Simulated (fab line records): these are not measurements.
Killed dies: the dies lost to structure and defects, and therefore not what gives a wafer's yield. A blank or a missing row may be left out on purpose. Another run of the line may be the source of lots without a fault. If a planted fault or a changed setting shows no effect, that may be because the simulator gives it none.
fab line records + flow n5-finfet
record
- lots=10
- wafers=30
- last-day=17
route steps=1938 shown BEOL_M5@1157
lots with no fault: from the same line, run without faults
start-h: hours from the record's opening day to when the first of the lot's shown wafers began + wait-h: hours elapsed since this lot's preceding step + " repeats the value in the row above + L1.1+2: several wafers, shown together as one row + - no value, or no start was given + * or withheld: withheld + < > ~ a bound
route shown NAME@n: names a module that has steps shown in the file, with the first one's number in the route + usual: the fault-free wafers' mean and standard deviation + same: alike in all rows + chamber/n: place in a boat + sites: readings site by site + _std_site: how widely they spread, as a standard deviation + _edge_site: outer sites' mean less inner sites' + radius-mm: for every site, how far away it sits from the centre of the wafer + mask NAME#n: copy n + behind: the last tool/chamber to shape the wafer + hold: why the lot was held/for how many hours/how that ended + device: the n, p or np transistor that did not switch + end of line: the same wafers' tests at the end of the route + step lacking rows: just its recipe + killed: dies that structure and defects cost at the first sort, which is not the same as the wafer's yield + map: a wafer's dies, marking killed ones x, the rest . and places with no die _
set.NAME: the setting the step ran with; set.NAME@STEP: the setting that earlier step ran with + model.NAME: the simulator's own value behind a step, which no gauge read
the route's steps for a sample of lots (tables are steps, rows are wafers)
services: a tool's chamber out of use, with start hour (start-h, from the record's first day; less than 0 if before it), hours out, and reason
## steps
# step N5_BEOL_M5_VIA_ETCH_34
# recipe
- chemistry=C4F6/O2
- target=SiCOH_lowk
- target-depth-a=883
- mask-material=SOC
- taper-deg=4
- time-s=39.2
- ion-energy-ev=250
- pressure-mtorr=30
- source-w=345
- bias-w=185
- Ar_flow_sccm=300
- C4F6_flow_sccm=10
- O2_flow_sccm=10
# usual
- O2_flow_sccm=10.00/0.03
- bias-w=185.1/0.56
- drypump-motor-current-A=5.9/0.4
- oes_f_703_au=0.78/0.092
- oes_o_777_au=0.77/0.094
- oes-product-au=0.76/0.093
- rf-fwd-power-W=341.5/1.8
- rf-vpp-V=664/11
- showerhead-plenum-p-Torr=2.84/0.11
- throttle-valve-pct=20.93/0.29
| lot.wafer | tool        | chamber | start-h | wait-h | O2_flow_sccm | bias-w | drypump-motor-current-A | oes_f_703_au | oes_o_777_au | oes-product-au | rf-fwd-power-W | rf-hours-counter-h | rf-vpp-V | showerhead-plenum-p-Torr | throttle-valve-pct |
|-----------|-------------|---------|---------|--------|--------------|--------|-------------------------|--------------|--------------|----------------|----------------|--------------------|----------|--------------------------|--------------------|
| L680.2    | rie-diel-05 | 0       | 179.07  | 0.0    | 10.00        | 185.1  | 6.5                     | 0.71         | 0.72         | 0.69           | 342.0          | 246                | 651      | 2.68                     | 21.35              |
| L680.5    | "           | 3       | "       | "      | 9.99         | 185.5  | 6.2                     | 0.70         | 0.72         | 0.70           | 337.9          | -                  | 685      | 2.94                     | 21.09              |
| L680.6    | "           | 0       | "       | "      | 10.00        | 184.9  | 6.4                     | 0.72         | 0.72         | 0.69           | 342.7          | -                  | 652      | 2.68                     | 21.34              |
| L679.1    | rie-diel-01 | 3       | 182.93  | 0.0    | 10.02        | 184.6  | 5.6                     | 0.75         | 0.73         | 0.70           | 342.8          | 192                | 664      | 2.96                     | 21.20              |
| L679.2    | "           | 2       | "       | "      | 9.98         | 185.8  | 5.2                     | 0.96         | 0.96         | 0.92           | 340.1          | 14                 | 671      | 2.79                     | 20.71              |
| L679.3    | "           | 0       | "       | "      | 9.99         | 184.3  | 6.2                     | 0.69         | 0.70         | 0.71           | 338.9          | 211                | 665      | 2.71                     | 21.04              |
| L681.3    | rie-diel-01 | 1       | 185.10  | 0.0    | 10.04        | 184.6  | 6.1                     | 0.70         | 0.71         | 0.70           | 343.1          | 215                | 666      | 2.81                     | 21.10              |
| L681.4    | "           | 3       | "       | "      | 10.02        | 185.3  | 5.6                     | 0.75         | 0.74         | 0.71           | 339.6          | 193                | 660      | 2.96                     | 21.19              |
| L681.5    | "           | 1       | "       | "      | 10.00        | 184.7  | 6.1                     | 0.70         | 0.70         | 0.71           | 342.9          | -                  | 667      | 2.81                     | 21.11              |
| L691.1    | rie-diel-06 | 2       | 241.99  | 0.0    | 9.99         | 185.3  | 5.7                     | 0.81         | 0.80         | 0.77           | 341.1          | 150                | 654      | 2.63                     | 21.01              |
| L691.2    | "           | 3       | "       | "      | 9.97         | 185.2  | 6.2                     | 0.73         | 0.71         | 0.72           | 342.2          | 178                | 663      | 2.83                     | 21.31              |
| L691.4    | "           | 0       | "       | "      | 10.00        | 185.1  | 5.7                     | 0.73         | 0.72         | 0.73           | 343.7          | 175                | 655      | 2.85                     | 21.10              |
| L690.3    | rie-diel-06 | 3       | 250.51  | 0.0    | 9.94         | 185.7  | 6.2                     | 0.72         | 0.71         | 0.72           | 340.9          | 181                | 664      | 2.83                     | 21.34              |
| L690.5    | "           | 3       | "       | "      | 10.05        | 184.8  | 6.2                     | 0.72         | 0.71         | 0.72           | 341.7          | -                  | 665      | 2.83                     | 21.31              |
| L690.6    | "           | 2       | "       | "      | 10.00        | 186.3  | 5.7                     | 0.81         | 0.80         | 0.79           | 339.3          | -                  | 655      | 2.63                     | 21.02              |
| L695.3    | rie-diel-05 | 0       | 270.47  | 0.0    | 10.00        | 185.7  | 6.4                     | 0.92         | 0.92         | 0.89           | 340.8          | 21                 | 662      | 3.00                     | 21.00              |
| L695.4    | "           | 3       | "       | "      | 10.03        | 184.0  | 6.2                     | 0.68         | 0.69         | 0.66           | 337.6          | -                  | 685      | 2.93                     | 21.12              |
| L695.6    | "           | 0       | "       | "      | 9.97         | 186.3  | 6.4                     | 0.92         | 0.92         | 0.89           | 340.1          | -                  | 663      | 3.00                     | 21.01              |
| L697.2    | rie-diel-05 | 1       | 278.51  | 0.0    | 10.01        | 185.0  | 6.1                     | 0.75         | 0.73         | 0.72           | 341.1          | 197                | 658      | 2.83                     | 20.76              |
| L697.3    | "           | 2       | "       | "      | 10.05        | 185.7  | 6.2                     | 0.97         | 0.97         | 0.98           | 342.2          | 2                  | 690      | 3.03                     | 20.36              |
| L697.4    | "           | 3       | "       | "      | 10.01        | 184.4  | 6.1                     | 0.69         | 0.69         | 0.67           | 336.4          | 244                | 683      | 2.93                     | 21.12              |
| L700.3    | rie-diel-05 | 2       | 301.86  | 0.0    | 10.01        | 184.9  | 6.2                     | 1.21         | 1.18         | 1.00           | 425.7          | 10                 | 617      | 3.03                     | 20.39              |
| L700.4    | "           | 0       | "       | "      | 10.03        | 185.4  | 6.4                     | 1.16         | 1.13         | 0.92           | 425.8          | -                  | 594      | 3.00                     | 21.04              |
| L700.5    | "           | 1       | "       | "      | 10.05        | 185.0  | 6.0                     | 0.96         | 0.92         | 0.75           | 425.7          | -                  | 591      | 2.83                     | 20.79              |
| L699.1    | rie-diel-05 | 1       | 304.65  | 0.0    | 9.98         | 185.3  | 6.0                     | 0.96         | 0.92         | 0.76           | 424.6          | 206                | 590      | 2.83                     | 20.78              |
| L699.3    | "           | 0       | "       | "      | 9.98         | 185.4  | 6.4                     | 1.16         | 1.12         | 0.92           | 423.1          | 33                 | 593      | 3.00                     | 21.05              |
| L699.5    | "           | 2       | "       | "      | 9.96         | 185.2  | 6.2                     | 1.21         | 1.17         | 1.00           | 425.6          | -                  | 618      | 3.03                     | 20.37              |
| L701.3    | rie-diel-06 | 0       | 309.53  | 0.0    | 9.98         | 184.5  | 5.7                     | 0.72         | 0.71         | 0.72           | 343.2          | 198                | 653      | 2.84                     | 21.15              |
| L701.5    | "           | 1       | "       | "      | 10.07        | 185.3  | 5.2                     | 0.94         | 0.94         | 0.93           | 343.3          | -                  | 657      | 2.78                     | 20.28              |
| L701.6    | "           | 0       | "       | "      | 10.01        | 185.6  | 5.7                     | 0.72         | 0.71         | 0.71           | 343.8          | -                  | 654      | 2.84                     | 21.14              |
# step N5_BEOL_M5_CURE_80
# recipe
- temp-c=370
- time-s=120
- ambient=DMADMS/He
- material=SiCOH_lowk
# usual
- lamp-power-pct=52.32/0.05
- wafer_temp_C_max=372.0/0.79
| lot.wafer | tool       | chamber | start-h | wait-h | lamp-power-pct | wafer_temp_C_max |
|-----------|------------|---------|---------|--------|----------------|------------------|
| L680.2    | uv-cure-03 | 0       | 179.55  | 0.1    | 52.29          | 373.2            |
| L680.5    | "          | 0       | "       | "      | 52.30          | 373.4            |
| L680.6    | "          | 0       | "       | "      | 52.33          | 372.9            |
| L679.1    | uv-cure-03 | 0       | 183.37  | 0.0    | 52.33          | 372.8            |
| L679.2    | "          | 0       | "       | "      | 52.30          | 373.0            |
| L679.3    | "          | 0       | "       | "      | 52.41          | 372.7            |
| L681.3    | uv-cure-01 | 2       | 185.63  | 0.1    | 52.41          | 372.5            |
| L681.4    | "          | 2       | "       | "      | 52.33          | 372.6            |
| L681.5    | "          | 2       | "       | "      | 52.26          | 372.6            |
| L691.1    | uv-cure-01 | 0       | 242.44  | 0.0    | 52.27          | 371.7            |
| L691.2    | "          | 0       | "       | "      | 52.31          | 371.8            |
| L691.4    | "          | 0       | "       | "      | 52.35          | 371.5            |
| L690.3    | uv-cure-03 | 2       | 251.12  | 0.2    | 52.27          | 371.8            |
| L690.5    | "          | 2       | "       | "      | 52.31          | 371.9            |
| L690.6    | "          | 2       | "       | "      | 52.38          | 372.5            |
| L695.3    | uv-cure-02 | 1       | 271.00  | 0.1    | 52.30          | 371.3            |
| L695.4    | "          | 1       | "       | "      | 52.36          | 371.0            |
| L695.6    | "          | 1       | "       | "      | 52.38          | 371.0            |
| L697.2    | uv-cure-02 | 2       | 279.00  | 0.1    | 52.23          | 371.9            |
| L697.3    | "          | 2       | "       | "      | 52.43          | 372.0            |
| L697.4    | "          | 2       | "       | "      | 52.31          | 371.5            |
| L700.3    | uv-cure-02 | 1       | 302.41  | 0.1    | 52.36          | 370.7            |
| L700.4    | "          | 1       | "       | "      | 52.20          | 371.2            |
| L700.5    | "          | 1       | "       | "      | 52.27          | 370.3            |
| L699.1    | uv-cure-02 | 2       | 305.08  | 0.0    | 52.37          | 372.3            |
| L699.3    | "          | 2       | "       | "      | 52.32          | 372.2            |
| L699.5    | "          | 2       | "       | "      | 52.31          | 373.0            |
| L701.3    | uv-cure-02 | 2       | 310.08  | 0.1    | 52.44          | 371.7            |
| L701.5    | "          | 2       | "       | "      | 52.26          | 372.8            |
| L701.6    | "          | 2       | "       | "      | 52.29          | 371.9            |
# step N5_BEOL_M5_PRE_CLEAN_45
# recipe
- gas=H2/He
- time-s=30
- temp-c=250
# usual
- heater-power-w=326/30
- susceptor-temp-C=250.00/0.17
| lot.wafer | tool           | chamber | start-h | wait-h | heater-power-w | susceptor-temp-C |
|-----------|----------------|---------|---------|--------|----------------|------------------|
| L680.2    | pvd-sputter-03 | -       | 179.88  | 0.0    | 315            | 249.76           |
| L680.5    | "              | -       | "       | "      | 319            | 250.26           |
| L680.6    | "              | -       | "       | "      | 315            | 249.81           |
| L679.1    | pvd-sputter-01 | -       | 183.84  | 0.0    | 327            | 249.94           |
| L679.2    | "              | -       | "       | "      | 333            | 249.76           |
| L679.3    | "              | -       | "       | "      | 343            | 249.80           |
| L681.3    | pvd-sputter-02 | -       | 186.01  | 0.0    | 298            | 249.81           |
| L681.4    | "              | -       | "       | "      | 369            | 249.95           |
| L681.5    | "              | -       | "       | "      | 292            | 249.82           |
| L691.1    | pvd-sputter-02 | -       | 242.97  | 0.0    | 323            | 250.22           |
| L691.2    | "              | -       | "       | "      | 296            | 249.88           |
| L691.4    | "              | -       | "       | "      | 375            | 249.90           |
| L690.3    | pvd-sputter-03 | -       | 251.38  | 0.0    | 412            | 250.02           |
| L690.5    | "              | -       | "       | "      | 308            | 249.78           |
| L690.6    | "              | -       | "       | "      | 303            | 249.88           |
| L695.3    | pvd-sputter-02 | -       | 271.36  | 0.0    | 326            | 250.20           |
| L695.4    | "              | -       | "       | "      | 296            | 249.88           |
| L695.6    | "              | -       | "       | "      | 333            | 250.47           |
| L697.2    | pvd-sputter-02 | -       | 279.88  | 0.0    | 370            | 249.78           |
| L697.3    | "              | -       | "       | "      | 289            | 249.84           |
| L697.4    | "              | -       | "       | "      | 290            | 250.17           |
| L700.3    | pvd-sputter-02 | -       | 302.68  | 0.0    | 286            | 249.74           |
| L700.4    | "              | -       | "       | "      | 322            | 250.12           |
| L700.5    | "              | -       | "       | "      | 287            | 250.19           |
| L699.1    | pvd-sputter-02 | -       | 305.84  | 0.0    | 285            | 250.00           |
| L699.3    | "              | -       | "       | "      | 371            | 250.03           |
| L699.5    | "              | -       | "       | "      | 295            | 250.08           |
| L701.3    | pvd-sputter-03 | -       | 310.99  | 0.0    | 305            | 249.79           |
| L701.5    | "              | -       | "       | "      | 304            | 250.07           |
| L701.6    | "              | -       | "       | "      | 311            | 250.32           |
# step N5_BEOL_M5_ALD_86
# recipe
- material=TaN
- target-thk-a=*
- temp-c=275
- ald-precursor-family=PDMAT
- ald-co-reactant=NH3
- pressure-torr=3
- carrier-flow-sccm=1500
- pulse-time-s=2
- purge-time-s=3
- co-reactant-purge-time-s=2
- co-reactant-pulse-time-s=3
- ald-cycles=30
- precursor-vessel-temp-c=75
- precursor-vessel-pressure-torr=26.25
- precursor-vessel-carrier-sccm=1000
# usual
- heater-power-outer-w=235/32
- heater-power-w=428/47
- susceptor-temp-C=275.01/0.17
# same
- ald-cycles=30
- purge-time-s=3
| lot.wafer | tool         | chamber | start-h | wait-h | heater-power-outer-w | heater-power-w | susceptor-temp-C |
|-----------|--------------|---------|---------|--------|----------------------|----------------|------------------|
| L680.2    | ald-metal-02 | 2       | 179.94  | 0.0    | 248                  | 430            | 275.09           |
| L680.5    | "            | 2       | "       | "      | 252                  | 449            | 274.54           |
| L680.6    | "            | 1       | "       | "      | 270                  | 473            | 274.90           |
| L679.1    | ald-metal-01 | 2       | 183.92  | 0.1    | 230                  | 400            | 274.88           |
| L679.2    | "            | 0       | "       | "      | 233                  | 463            | 274.93           |
| L679.3    | "            | 3       | "       | "      | 201                  | 379            | 274.99           |
| L681.3    | ald-metal-01 | 0       | 186.07  | 0.0    | 230                  | 445            | 274.70           |
| L681.4    | "            | 1       | "       | "      | 184                  | 356            | 274.99           |
| L681.5    | "            | 1       | "       | "      | 184                  | 356            | 274.91           |
| L691.1    | ald-metal-02 | 3       | 243.03  | 0.0    | 212                  | 391            | 275.28           |
| L691.2    | "            | 0       | "       | "      | 279                  | 477            | 275.04           |
| L691.4    | "            | 1       | "       | "      | 266                  | 457            | 275.08           |
| L690.3    | ald-metal-01 | 2       | 251.46  | 0.1    | 227                  | 401            | 274.68           |
| L690.5    | "            | 1       | "       | "      | 185                  | 364            | 275.18           |
| L690.6    | "            | 2       | "       | "      | 221                  | 401            | 274.88           |
| L695.3    | ald-metal-02 | 1       | 271.45  | 0.1    | 268                  | 475            | 274.97           |
| L695.4    | "            | 2       | "       | "      | 251                  | 439            | 274.92           |
| L695.6    | "            | 0       | "       | "      | 270                  | 479            | 274.79           |
| L697.2    | ald-metal-04 | 2       | 279.94  | 0.0    | 286                  | 494            | 275.08           |
| L697.3    | "            | 3       | "       | "      | 229                  | 420            | 275.21           |
| L697.4    | "            | 1       | "       | "      | 257                  | 466            | 275.07           |
| L700.3    | ald-metal-04 | 1       | 302.76  | 0.1    | 265                  | 474            | 275.01           |
| L700.4    | "            | 3       | "       | "      | 238                  | 434            | 275.04           |
| L700.5    | "            | 2       | "       | "      | 282                  | 513            | 274.93           |
| L699.1    | ald-metal-04 | 0       | 305.92  | 0.1    | 203                  | 373            | 275.22           |
| L699.3    | "            | 2       | "       | "      | 288                  | 515            | 274.97           |
| L699.5    | "            | 1       | "       | "      | 260                  | 471            | 275.16           |
| L701.3    | ald-metal-01 | 1       | 311.07  | 0.1    | 176                  | 354            | 274.69           |
| L701.5    | "            | 3       | "       | "      | 204                  | 382            | 275.05           |
| L701.6    | "            | 0       | "       | "      | 234                  | 455            | 275.06           |
## services
| tool           | chamber | start-h | hours | kind                          |
|----------------|---------|---------|-------|-------------------------------|
| rie-diel-06    | 0       | 190.33  | 6.5   | repair                        |
| uv-cure-03     | -       | 191.18  | 9.2   | pm                            |
| rie-diel-05    | 0       | 192.88  | -     | clean                         |
| rie-diel-05    | 0       | 192.88  | -     | consumable-replace:focus-ring |
| rie-diel-05    | 0       | 192.88  | -     | consumable-replace:showerhead |
| rie-diel-05    | 0       | 192.88  | 15.2  | scheduled-down                |
| rie-diel-05    | 0       | 192.88  | 15.2  | vent-cycle                    |
| rie-diel-06    | 2       | 195.78  | 28.7  | repair                        |
| rie-diel-05    | 1       | 197.55  | 24.1  | repair                        |
| pvd-sputter-02 | -       | 200.34  | 4.0   | repair                        |
| ald-metal-02   | -       | 205.81  | 2.8   | pm                            |
| uv-cure-02     | -       | 209.90  | 0.6   | repair                        |
| rie-diel-05    | 1       | 244.64  | 5.5   | repair                        |
| rie-diel-01    | 0       | 249.43  | 3.8   | repair                        |
| rie-diel-05    | 2       | 250.16  | -     | clean                         |
| rie-diel-05    | 2       | 250.16  | -     | consumable-replace:focus-ring |
| rie-diel-05    | 2       | 250.16  | -     | consumable-replace:showerhead |
| rie-diel-05    | 2       | 250.16  | 21.8  | scheduled-down                |
| rie-diel-05    | 2       | 250.16  | 21.8  | vent-cycle                    |
| rie-diel-01    | 2       | 265.90  | 16.8  | repair                        |
| uv-cure-01     | -       | 275.03  | 7.5   | pm                            |
| uv-cure-02     | -       | 288.45  | 0.4   | repair                        |
| uv-cure-01     | -       | 293.87  | 3.6   | repair                        |
| rie-diel-05    | 3       | 298.74  | -     | clean                         |
## key
first-sign
- step=N5_BEOL_M5_VIA_ETCH_34
- reading=rf-fwd-power-W
- direction=up
- sigmas=47
- usual=*
- struck=*
effect
- step=N5_BEOL_M5_VIA_ETCH_34
- reading=rf-vpp-V
- direction=down
- sigmas=6.1
- usual=664
- struck=601
met-at N5_BEOL_M5_VIA_ETCH_34
struck-lots L699,L700
not-acting-at N5_BEOL_M5_CURE_80,N5_BEOL_M5_PRE_CLEAN_45,N5_BEOL_M5_ALD_86
onset-between 278.51 301.86
fault
- kind=process-parameter-drift
- tool=rie-diel-05
- chamber=-
- onset-h=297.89
- steps=N5_BEOL_M5_VIA_ETCH_34
- channel=source-w
- offset=82.8
- shape=step
- end-h=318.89
- acts-in=these-recipes-only
- stated=345
